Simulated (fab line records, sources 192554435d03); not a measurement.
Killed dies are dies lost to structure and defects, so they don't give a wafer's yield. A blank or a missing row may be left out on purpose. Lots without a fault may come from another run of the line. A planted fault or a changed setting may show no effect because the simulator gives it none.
Chamber matching | flow n5_finfet | N5_FIN_CUT_CUT_ETCH_15 on rie_si-05: 4 sister chambers
The step etches Si in HBr/Cl2/O2, target depth 100 nm, bt time 10 s, time 42.4 s. 18 wafers are shown with their chamber, then 9 later ones without.

WAFERS WITH THEIR CHAMBER
wafer  | chamber | throttle_valve_pct (%) | drypump_motor_current_A (A) | oes_product_au (a.u.)
L075.1 | 0       | 37.28                  | 6.5                         | 1.000
L075.4 | 3       | 37.24                  | 6.4                         | 1.000
L075.5 | 3       | 37.24                  | 6.3                         | 1.006
L079.3 | 0       | 37.27                  | 6.5                         | 1.003
L079.4 | 3       | 37.24                  | 6.3                         | 0.997
L079.6 | 2       | 36.88                  | 5.7                         | 0.999
L087.3 | 3       | 37.24                  | 6.3                         | 1.007
L087.4 | 2       | 36.87                  | 5.7                         | 0.997
L087.5 | 2       | 36.87                  | 5.7                         | 0.999
L088.3 | 3       | 37.23                  | 6.3                         | 1.006
L088.5 | 0       | 37.28                  | 6.5                         | 0.997
L088.6 | 3       | 37.25                  | 6.3                         | 1.004
L091.3 | 0       | 37.28                  | 6.5                         | 1.003
L091.4 | 2       | 36.88                  | 5.7                         | 1.001
L091.5 | 2       | 36.86                  | 5.7                         | 0.996
L092.1 | 3       | 37.23                  | 6.4                         | 1.011
L092.3 | 1       | 37.14                  | 5.5                         | 0.988
L092.6 | 3       | 37.24                  | 6.4                         | 0.998

SIGNATURES (means of the wafers above)
reading                 | chamber 0 | chamber 1 | chamber 2 | chamber 3 | scatter within a chamber
throttle_valve_pct      | 37.2775   | 37.1400   | 36.8720   | 37.2388   | 0.00677
drypump_motor_current_A | 6.500     | 5.500     | 5.700     | 6.338     | 0.0366
oes_product_au          | 1.00075   | 0.98800   | 0.99840   | 1.00362   | 0.00383
Rule: a wafer's distance from a chamber is the root of the sum, over the readings, of the square of ((its reading less the chamber's mean) divided by the reading's scatter). The wafer belongs to the nearest chamber; if the next one is less than 2 further off, it can't be placed. The scatter: the root of (the sum of the squares of (reading less its chamber's mean) over the shown wafers, divided by (wafers less chambers)).

WAFERS WITHOUT THEIR CHAMBER
wafer  | throttle_valve_pct (%) | drypump_motor_current_A (A) | oes_product_au (a.u.)
L093.3 | 37.27                  | 6.5                         | 0.999
L093.5 | 37.25                  | 6.4                         | 0.997
L093.6 | 36.86                  | 5.7                         | 1.002
L094.2 | 37.24                  | 6.3                         | 1.005
L094.3 | 37.16                  | 5.5                         | 0.979
L094.6 | 37.15                  | 5.5                         | 0.986
L097.3 | 37.26                  | 6.3                         | 1.009
L097.5 | 37.24                  | 6.3                         | 1.003
L097.6 | 37.31                  | 6.5                         | 1.000

WHICH CHAMBER EACH WENT THROUGH
wafer  | from the rows above | in truth
L093.3 | 0                   | 0
L093.5 | 3                   | 3
L093.6 | 2                   | 2
L094.2 | 3                   | 3
L094.3 | 1                   | 1
L094.6 | 1                   | 1
L097.3 | 3                   | 3
L097.5 | 3                   | 3
L097.6 | 0                   | 0
Placed correctly: 9 of 9. Can't be placed from these rows: 0. Placed wrongly: 0.
